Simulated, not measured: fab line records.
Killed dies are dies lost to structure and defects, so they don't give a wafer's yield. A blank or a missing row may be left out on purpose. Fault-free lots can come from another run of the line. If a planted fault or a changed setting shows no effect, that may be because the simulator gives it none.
Which tool was responsible?	flow nand-harc	24 lots with 72 wafers sampled at 6 steps, on a route of 1302 steps

== WHAT THE GAUGES READ, wafer by wafer ==
No reading from a measuring or inspecting step in the record can be judged against a usual standard deviation.

== TOOL THAT RAN EACH LOT (tool first, then ch and the chambers of the sampled wafers, then the start) ==
lot	NHARC_A_STAIRCASE_STRIP_295	NHARC_A_STAIRCASE_HM_DEP_462	NHARC_A_STAIRCASE_ETCH_313	NHARC_A_STAIRCASE_DEP_151	NHARC_A_STAIRCASE_DEP_322	NHARC_A_STAIRCASE_DEP_325
L074	rie-diel-13 ch 1,3, day 16 20:56 or earlier	acl-dep-03 ch 0, day 16 20:56	rie-diel-11 ch 2,3, day 16 23:17	pecvd-03 ch 0,1, day 17 15:47	pecvd-03 ch 0,1,2, day 17 22:58	pecvd-01 ch 0,1, day 18 06:55
L075	rie-diel-11 ch 0,3, day 16 21:27 or earlier	acl-dep-02 ch 0, day 16 21:27	rie-diel-03 ch 2,3, day 16 23:58	pecvd-02 ch 0,2, day 17 15:38	pecvd-02 ch 1,2, day 17 22:47	pecvd-03 ch 0,1, day 18 06:50
L076	rie-diel-03 ch 0,3, day 18 02:18 or earlier	acl-dep-02 ch 0, day 18 02:18	rie-diel-03 ch 2,3, day 18 05:10	pecvd-02 ch 1,2, day 18 23:11	pecvd-02 ch 0,1,2, day 19 07:05	pecvd-02 ch 0,1, day 19 15:15
L078	rie-diel-13 ch 0,1,3, day 18 12:01 or earlier	acl-dep-02 ch 0, day 18 12:01	rie-diel-13 ch 0,2,3, day 18 14:57	pecvd-01 ch 1,2, day 19 06:26	pecvd-01 ch 0,1,2, day 19 14:41	pecvd-02 ch 0,1, day 19 21:48
L077	rie-diel-03 ch 1,2,3, day 18 14:12 or earlier	acl-dep-01 ch 0, day 18 14:12	rie-diel-13 ch 0,3, day 18 16:28	pecvd-02 ch 1,2, day 19 06:37	pecvd-02 ch 0,1, day 19 14:47	pecvd-01 ch 0,1,2, day 19 21:49
L079	rie-diel-03 ch 0,2,3, day 18 15:34 or earlier	acl-dep-03 ch 0, day 18 15:34	rie-diel-13 ch 1,3, day 18 18:51	pecvd-02 ch 1,2, day 19 10:02	pecvd-03 ch 0,2, day 19 14:52	pecvd-03 ch 0,1, day 19 21:53
L081	rie-diel-03 ch 0,3, day 19 15:43 or earlier	acl-dep-01 ch 0, day 19 15:43	rie-diel-11 ch 1,2,3, day 19 18:41	pecvd-02 ch 0,2, day 20 12:47	pecvd-02 ch 0,2, day 20 21:55	pecvd-02 ch 0,1, day 21 08:17
L082	rie-diel-13 ch 0,2,3, day 20 01:41 or earlier	acl-dep-03 ch 0, day 20 01:41	rie-diel-13 ch 0,1,2, day 20 04:33	pecvd-03 ch 0,1,2, day 21 01:19	pecvd-03 ch 0,1,2, day 21 09:40	pecvd-03 ch 1,2, day 21 18:02
L080	rie-diel-03 ch 0,2,3, day 20 03:09 or earlier	acl-dep-01 ch 0, day 20 03:09	rie-diel-13 ch 2,3, day 20 05:40	pecvd-01 ch 0,2, day 21 01:12	pecvd-01 ch 0,1,2, day 21 09:46	pecvd-02 ch 1,2, day 21 18:08
L083	rie-diel-13 ch 0,1, day 20 18:31 or earlier	acl-dep-01 ch 0, day 20 18:31	rie-diel-11 ch 0,2,3, day 20 21:04	pecvd-03 ch 1,2, day 21 11:56	pecvd-03 ch 0,1, day 21 19:40	pecvd-03 ch 0,1,2, day 22 05:44
L085	rie-diel-11 ch 1,2,3, day 21 14:17 or earlier	acl-dep-02 ch 0, day 21 14:17	rie-diel-13 ch 0,1, day 21 17:14	pecvd-02 ch 1,2, day 22 08:25	pecvd-02 ch 0,1, day 22 15:59	pecvd-01 ch 0,2, day 22 23:22
L084	rie-diel-13 ch 0,2, day 21 23:37 or earlier	acl-dep-02 ch 0, day 21 23:37	rie-diel-11 ch 0,1,3, day 22 02:24	pecvd-03 ch 0,1, day 23 00:53	pecvd-03 ch 0,1,2, day 23 13:46	pecvd-02 ch 1,2, day 23 22:20
L086	rie-diel-11 ch 0,1, day 22 02:20 or earlier	acl-dep-03 ch 0, day 22 02:20	rie-diel-13 ch 0,3, day 22 05:01	pecvd-01 ch 0,2, day 23 00:53	pecvd-02 ch 0,1,2, day 23 13:49	pecvd-01 ch 1,2, day 23 22:03
L087	rie-diel-13 ch 1,2, day 22 05:17 or earlier	acl-dep-03 ch 0, day 22 05:17	rie-diel-13 ch 0,1, day 22 08:02	pecvd-02 ch 0,2, day 23 00:53	pecvd-01 ch 1,2, day 23 13:43	pecvd-02 ch 0,1,2, day 23 21:40
L088	rie-diel-03 ch 1,2,3, day 23 05:35 or earlier	acl-dep-01 ch 0, day 23 05:35	rie-diel-03 ch 0,1,2, day 23 08:37	pecvd-01 ch 1,2, day 24 00:31	pecvd-02 ch 0,2, day 24 09:55	pecvd-02 ch 0,1, day 24 18:39
L091	rie-diel-13 ch 0,2, day 23 10:53 or earlier	acl-dep-03 ch 0, day 23 10:53	rie-diel-03 ch 1,2, day 23 13:11	pecvd-02 ch 0,1, day 24 07:55	pecvd-02 ch 1,2, day 24 15:37	pecvd-03 ch 0,1,2, day 25 00:14
L089	rie-diel-13 ch 0,2, day 23 15:35 or earlier	acl-dep-03 ch 0, day 23 15:35	rie-diel-11 ch 1,2, day 23 17:53	pecvd-01 ch 1,2, day 24 08:07	pecvd-01 ch 1,2, day 24 15:56	pecvd-01 ch 2, day 25 00:38
L090	rie-diel-13 ch 0,2,3, day 23 16:52 or earlier	acl-dep-03 ch 0, day 23 16:52	rie-diel-03 ch 0,1,3, day 23 19:47	pecvd-03 ch 0,2, day 24 08:11	pecvd-03 ch 0,1,2, day 24 15:43	pecvd-02 ch 0,1,2, day 25 00:02
L092	rie-diel-03 ch 0,1,3, day 24 02:06 or earlier	acl-dep-02 ch 0, day 24 02:06	rie-diel-11 ch 1,2, day 24 04:55	pecvd-02 ch 0,2, day 24 21:52	pecvd-02 ch 0,2, day 25 06:40	pecvd-03 ch 1,2, day 25 20:56
L093	rie-diel-11 ch 0,1,2, day 25 06:47 or earlier	acl-dep-02 ch 0, day 25 06:47	rie-diel-13 ch 2,3, day 25 08:50	pecvd-01 ch 1, day 26 01:17	pecvd-01 ch 1,2, day 26 14:46	pecvd-02 ch 0,1,2, day 26 23:08
L095	rie-diel-11 ch 0,2, day 25 12:43 or earlier	acl-dep-01 ch 0, day 25 12:43	rie-diel-13 ch 0,1,2, day 25 15:53	pecvd-01 ch 1,2, day 26 06:54	pecvd-02 ch 0,1,2, day 26 14:37	pecvd-01 ch 1, day 26 22:56
L094	rie-diel-11 ch 0,1,3, day 25 13:32 or earlier	acl-dep-02 ch 0, day 25 13:32	rie-diel-03 ch 0,1,3, day 25 16:10	pecvd-03 ch 0,1, day 26 06:46	pecvd-03 ch 1,2, day 26 14:20	pecvd-03 ch 0,2, day 26 22:46
L096	rie-diel-13 ch 0,2,3, day 26 04:51 or earlier	acl-dep-01 ch 0, day 26 04:51	rie-diel-13 ch 1,2,3, day 26 06:45	pecvd-02 ch 0,1,2, day 26 21:53	pecvd-01 ch 1,2, day 27 06:13	pecvd-01 ch 1,2, day 27 15:35
L097	rie-diel-11 ch 0,1, day 26 07:50 or earlier	acl-dep-01 ch 0, day 26 07:50	rie-diel-03 ch 0,1, day 26 10:18	pecvd-03 ch 0,1, day 27 04:30	pecvd-01 ch 1,2, day 27 12:20	pecvd-01 ch 1,2, day 27 22:32
- NHARC_A_STAIRCASE_STRIP_295: strips in O2.
- NHARC_A_STAIRCASE_HM_DEP_462: deposits aC, target thk 800 nm.
- NHARC_A_STAIRCASE_ETCH_313: etches the open film in CF4/CHF3.
- NHARC_A_STAIRCASE_DEP_151: deposits SiO2, target thk 7200 nm.
- NHARC_A_STAIRCASE_DEP_322: deposits SiO2, target thk 7200 nm.
- NHARC_A_STAIRCASE_DEP_325: deposits SiO2, target thk 7200 nm.

== AS READ BY THE TOOLS THEMSELVES (means over the sampled wafers that have a number; for cases with no such wafer, the mark the record gives instead) ==
NHARC_A_STAIRCASE_STRIP_295.
lot	tool	drypump-motor-current-A (A)	oes-product-au (a.u.)	rf-vpp-V (V)	showerhead-plenum-p-Torr (Torr)	throttle-valve-pct (%)
L074	rie-diel-13	5.8	0.998	57.7	3.49	17.040
L075	rie-diel-11	5.8	0.988	57.6	3.32	17.046
L076	rie-diel-03	5.9	1.000	57.1	3.38	17.038
L078	rie-diel-13	5.6	0.993	57.6	3.51	17.038
L077	rie-diel-03	5.6	0.997	57.7	3.43	17.036
L079	rie-diel-03	5.9	0.998	57.6	3.44	17.042
L081	rie-diel-03	5.9	0.987	56.9	3.35	17.038
L082	rie-diel-13	5.4	1.007	57.9	3.57	17.032
L080	rie-diel-03	5.9	0.996	57.0	3.44	17.037
L083	rie-diel-13	5.7	1.004	58.2	3.47	17.035
L085	rie-diel-11	5.6	0.984	57.8	3.51	17.037
L084	rie-diel-13	5.2	1.009	58.6	3.59	17.026
L086	rie-diel-11	5.7	0.989	59.1	3.74	17.041
L087	rie-diel-13	5.7	0.991	57.3	3.49	17.043
L088	rie-diel-03	5.6	0.999	56.9	3.42	17.040
L091	rie-diel-13	5.2	1.012	57.5	3.58	17.037
L089	rie-diel-13	5.2	1.003	57.5	3.58	17.039
L090	rie-diel-13	5.3	1.003	58.3	3.56	17.039
L092	rie-diel-03	5.6	1.001	57.4	3.35	17.036
L093	rie-diel-11	5.9	0.993	57.3	3.64	17.043
L095	rie-diel-11	6.1	0.997	57.7	3.55	17.042
L094	rie-diel-11	5.6	0.993	57.5	3.61	17.048
L096	rie-diel-13	5.3	1.002	57.5	3.55	17.043
L097	rie-diel-11	5.7	0.997	58.4	3.72	17.036

NHARC_A_STAIRCASE_HM_DEP_462.
lot	tool	throttle-valve-pct (%)
L074	acl-dep-03	35.000
L075	acl-dep-02	35.006
L076	acl-dep-02	35.000
L078	acl-dep-02	35.008
L077	acl-dep-01	35.010
L079	acl-dep-03	35.001
L081	acl-dep-01	35.002
L082	acl-dep-03	34.997
L080	acl-dep-01	34.997
L083	acl-dep-01	35.005
L085	acl-dep-02	34.999
L084	acl-dep-02	35.000
L086	acl-dep-03	35.006
L087	acl-dep-03	35.005
L088	acl-dep-01	35.003
L091	acl-dep-03	34.992
L089	acl-dep-03	34.996
L090	acl-dep-03	35.010
L092	acl-dep-02	35.004
L093	acl-dep-02	35.003
L095	acl-dep-01	34.989
L094	acl-dep-02	35.002
L096	acl-dep-01	34.996
L097	acl-dep-01	34.996

NHARC_A_STAIRCASE_ETCH_313.
lot	tool	chf3-flow-sccm (sccm)	drypump-motor-current-A (A)	oes-product-au (a.u.)	rf-vpp-V (V)	showerhead-plenum-p-Torr (Torr)	throttle-valve-pct (%)
L074	rie-diel-11	30.02	5.8	0.915	369.7	1.54	16.808
L075	rie-diel-03	29.92	5.9	0.913	368.5	1.53	16.799
L076	rie-diel-03	29.99	5.9	0.915	368.4	1.53	16.796
L078	rie-diel-13	29.92	5.3	0.931	371.1	1.59	16.794
L077	rie-diel-13	29.94	5.4	0.953	370.3	1.58	16.810
L079	rie-diel-13	29.92	5.6	0.922	369.7	1.56	16.811
L081	rie-diel-11	30.02	5.6	0.959	371.4	1.57	16.810
L082	rie-diel-13	29.93	5.4	0.930	369.6	1.57	16.791
L080	rie-diel-13	29.96	5.4	0.938	371.0	1.59	16.805
L083	rie-diel-11	30.01	5.8	0.920	370.4	1.58	16.807
L085	rie-diel-13	30.05	5.7	0.927	369.8	1.55	16.795
L084	rie-diel-11	29.94	5.6	0.911	371.9	1.61	16.797
L086	rie-diel-13	29.98	5.5	0.954	370.6	1.58	16.808
L087	rie-diel-13	29.93	5.7	0.924	369.5	1.55	16.799
L088	rie-diel-03	29.96	5.6	0.922	369.3	1.53	16.803
L091	rie-diel-03	30.00	5.4	0.924	369.2	1.52	16.803
L089	rie-diel-11	30.09	5.9	0.923	370.3	1.57	16.797
L090	rie-diel-03	29.98	5.6	0.923	368.4	1.49	16.804
L092	rie-diel-11	29.98	5.9	0.919	370.7	1.57	16.803
L093	rie-diel-13	30.06	5.4	0.916	371.6	1.58	16.804
L095	rie-diel-13	30.02	5.4	0.934	370.7	1.56	16.804
L094	rie-diel-03	30.03	5.6	0.923	367.9	1.49	16.796
L096	rie-diel-13	29.90	5.5	0.921	370.1	1.56	16.807
L097	rie-diel-03	29.96	5.4	0.965	368.1	1.49	16.812

NHARC_A_STAIRCASE_DEP_151.
lot	tool	heater-power-outer-w (W)	heater-power-w (W)
L074	pecvd-03	390	725
L075	pecvd-02	335	580
L076	pecvd-02	306	577
L078	pecvd-01	421	713
L077	pecvd-02	345	640
L079	pecvd-02	322	611
L081	pecvd-02	315	543
L082	pecvd-03	401	702
L080	pecvd-01	371	615
L083	pecvd-03	397	724
L085	pecvd-02	356	661
L084	pecvd-03	399	742
L086	pecvd-01	366	628
L087	pecvd-02	338	566
L088	pecvd-01	420	715
L091	pecvd-02	321	569
L089	pecvd-01	392	669
L090	pecvd-03	338	574
L092	pecvd-02	301	521
L093	pecvd-01	411	716
L095	pecvd-01	389	650
L094	pecvd-03	382	711
L096	pecvd-02	317	579
L097	pecvd-03	385	681

NHARC_A_STAIRCASE_DEP_322.
lot	tool	heater-power-outer-w (W)	heater-power-w (W)
L074	pecvd-03	363	661
L075	pecvd-02	360	659
L076	pecvd-02	322	590
L078	pecvd-01	400	670
L077	pecvd-02	356	636
L079	pecvd-03	365	634
L081	pecvd-02	311	543
L082	pecvd-03	416	728
L080	pecvd-01	398	669
L083	pecvd-03	370	708
L085	pecvd-02	366	647
L084	pecvd-03	389	686
L086	pecvd-02	313	561
L087	pecvd-01	379	645
L088	pecvd-02	317	540
L091	pecvd-02	343	640
L089	pecvd-01	387	671
L090	pecvd-03	381	677
L092	pecvd-02	317	555
L093	pecvd-01	367	638
L095	pecvd-02	329	586
L094	pecvd-03	386	706
L096	pecvd-01	389	666
L097	pecvd-01	428	719

NHARC_A_STAIRCASE_DEP_325.
lot	tool	heater-power-outer-w (W)	heater-power-w (W)
L074	pecvd-01	367	625
L075	pecvd-03	391	741
L076	pecvd-02	320	549
L078	pecvd-02	375	653
L077	pecvd-01	381	645
L079	pecvd-03	385	724
L081	pecvd-02	333	610
L082	pecvd-03	399	733
L080	pecvd-02	330	630
L083	pecvd-03	369	663
L085	pecvd-01	385	656
L084	pecvd-02	327	614
L086	pecvd-01	391	665
L087	pecvd-02	349	619
L088	pecvd-02	329	563
L091	pecvd-03	354	637
L089	pecvd-01	346	587
L090	pecvd-02	364	650
L092	pecvd-03	380	696
L093	pecvd-02	319	583
L095	pecvd-01	452	764
L094	pecvd-03	349	607
L096	pecvd-01	378	674
L097	pecvd-01	410	688

== THE ANSWER, worked out from the rows above alone ==
Rule: what is usual is taken from the lots themselves. Put in order of their means at a reading, lots are off if they are a third of the lots or fewer, leave a main group of 4 or more, and stand apart from it by a gap of 3 or more times the standard deviation of the main group's means; of several such gaps the widest counts. A main group is skipped when, at the precision printed for the reading in the tables above, its means are all equal. Also off: a lot with no number at a reading for which 4 or more lots have one. The other lots that the step has rows for count as sound. First the gauges in route order, then the tools' own readings, where a lot's mean is used as printed above. At the first step where some lot is off, the reading lying furthest off is the one used; lots without a number count as furthest.
No lot is off at any reading shown: from this, nothing can be told.

== WHAT THE SIMULATOR PUT IN ==
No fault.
